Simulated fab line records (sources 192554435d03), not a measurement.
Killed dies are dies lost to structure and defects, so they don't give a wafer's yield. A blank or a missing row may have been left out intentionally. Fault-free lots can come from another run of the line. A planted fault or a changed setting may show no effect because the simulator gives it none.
Split-lot study -- flow n5_finfet -- on a route of 1938 steps: 7 lots, 21 wafers read

== ON THE SPLIT ==
At N5_BEOL_M2_EXPOSE_08 (exposes mask M2), the setting dose_mj was moved away from the recipe's 41.25 on 3 of the 21 wafers read, by -6.7% to -3.0%. The other wafers ran this setting at the recipe's value.

== FROM THE SPLIT TO THE READING: what the file shows between them, 9 steps ==
- N5_BEOL_M2_PEB_09: peb time 60 s
- N5_BEOL_M2_DEVELOP_10: develop time 30 s
- N5_BEOL_M2_DESCUM_16: chemistry O2, time 7 s
- N5_BEOL_M2_ETCH_74: etches underlayer in N2/H2, target depth 6.5 nm, time 5.2 s
- N5_BEOL_M2_ETCH_63: etches SiARC in CF4, target depth 15.6 nm, time 26 s
- N5_BEOL_M2_ETCH_64: etches SOC in N2/H2, target depth 75 nm, overetch 22.5 nm, time 121.9 s
- N5_BEOL_M2_STRIP_65: strips in N2/H2
- N5_BEOL_M2_PRECLEAN_42: cleans in residue remover, time 60 s
- N5_BEOL_M2_SRD_43: time 30 s

== THE READING ==
cd_nm, in nm, at N5_BEOL_M2_CD_MEAS_35 (target cd 18 nm, target cd y 22.2 nm). Typical for fault-free wafers on this fab line: 18.05 nm, with standard deviation 0.28 nm.

wafer,"tool, chamber at the split",dose_mj as run,against the recipe,"cd_nm, nm",against lot-mates on the recipe
L075.3,"euv_scanner-02, 0",38.5,-6.7%,17.25,-1.08
L075.4,"euv_scanner-02, 0",41.25,recipe,18.33,-
L075.5,"euv_scanner-02, 0",38.5,-6.7%,17.11,-1.22
L077.2,"euv_scanner-01, 0",41.25,recipe,18.01,-
L077.3,"euv_scanner-01, 0",41.25,recipe,18.23,-
L077.4,"euv_scanner-01, 0",40,-3.0%,17.71,-0.41
L081.2,"euv_scanner-01, 0",41.25,recipe,18.30,-
L081.5,"euv_scanner-01, 0",41.25,recipe,17.97,-
L081.6,"euv_scanner-01, 0",41.25,recipe,18.18,-
L080.1,"euv_scanner-01, 0",41.25,recipe,18.16,-
L080.3,"euv_scanner-01, 0",41.25,recipe,18.35,-
L080.5,"euv_scanner-01, 0",41.25,recipe,18.15,-
L085.2,"euv_scanner-02, 0",41.25,recipe,17.96,-
L085.4,"euv_scanner-02, 0",41.25,recipe,17.86,-
L085.6,"euv_scanner-02, 0",41.25,recipe,18.21,-
L088.1,"euv_scanner-01, 0",41.25,recipe,18.26,-
L088.5,"euv_scanner-01, 0",41.25,recipe,18.29,-
L088.6,"euv_scanner-01, 0",41.25,recipe,18.33,-
L095.1,"euv_scanner-01, 0",41.25,recipe,18.02,-
L095.3,"euv_scanner-01, 0",41.25,recipe,17.85,-
L095.6,"euv_scanner-01, 0",41.25,recipe,18.44,-

FIT RESULTS
A straight line over all 21 wafers: cd_nm changes by +0.147 nm for each +1% of dose_mj; r = +0.88; the points scatter about the line by 0.17 nm.
The same after taking each lot's own level away (the mean of its wafers on the recipe; 21 wafers): +0.17 nm for each +1%; r = +0.93; scatter 0.14 nm.
The reading moves by 1.1 nm for the largest change in dose_mj, on that fit.
Across the lots, their own levels run from 18.010 to 18.330 nm, a range of 1.1 times the standard deviation given above.
So the slope is not independent of the lot-to-lot level: the two fits are not the same.
Check: -1.17 nm against its lot-mates is what the line predicts for one of the wafers moved furthest among these (-6.7%) when that wafer is left out of the fit. Against them it came out at -1.08 nm.

== THESE WAFERS: OTHER SPLITS ==
Other splits were also applied to these wafers ahead of the reading. Each is held against what the fit with the lots' levels taken away leaves over:
other split on the same wafers,wafers away from the commonest value,r with cd_nm (lot level and that fit taken away)
N5_BEOL_M0_ETCH_138 bias_w,5,+0.11
N5_BEOL_M0_ETCH_128 source_w,7,-0.28
N5_BEOL_M0_ETCH_109 bias_w,7,-0.35

== THE WHOLE CHAIN: every reading that the file lists as answering this split, in the file's order ==
step,what it does,reading,change (the file's fit),r (the file's)
N5_BEOL_M2_ETCH_74,"etches underlayer in N2/H2, target depth 6.5 nm, time 5.2 s","BEOL_M2.cd_offset_nm (the simulator's own value, which no gauge read)",+0.207 nm for each +1% of the setting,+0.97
N5_BEOL_M2_ETCH_63,"etches SiARC in CF4, target depth 15.6 nm, time 26 s","BEOL_M2.cd_offset_nm (the simulator's own value, which no gauge read)",+0.201 nm for each +1% of the setting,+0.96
N5_BEOL_M2_CD_MEAS_35,"target cd 18 nm, target cd y 22.2 nm",cd_nm,+0.166 nm for each +1% of the setting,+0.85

== FILE'S OWN FIT ==
cd_nm changes by +0.166 nm for each +1% of dose_mj, r = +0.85.
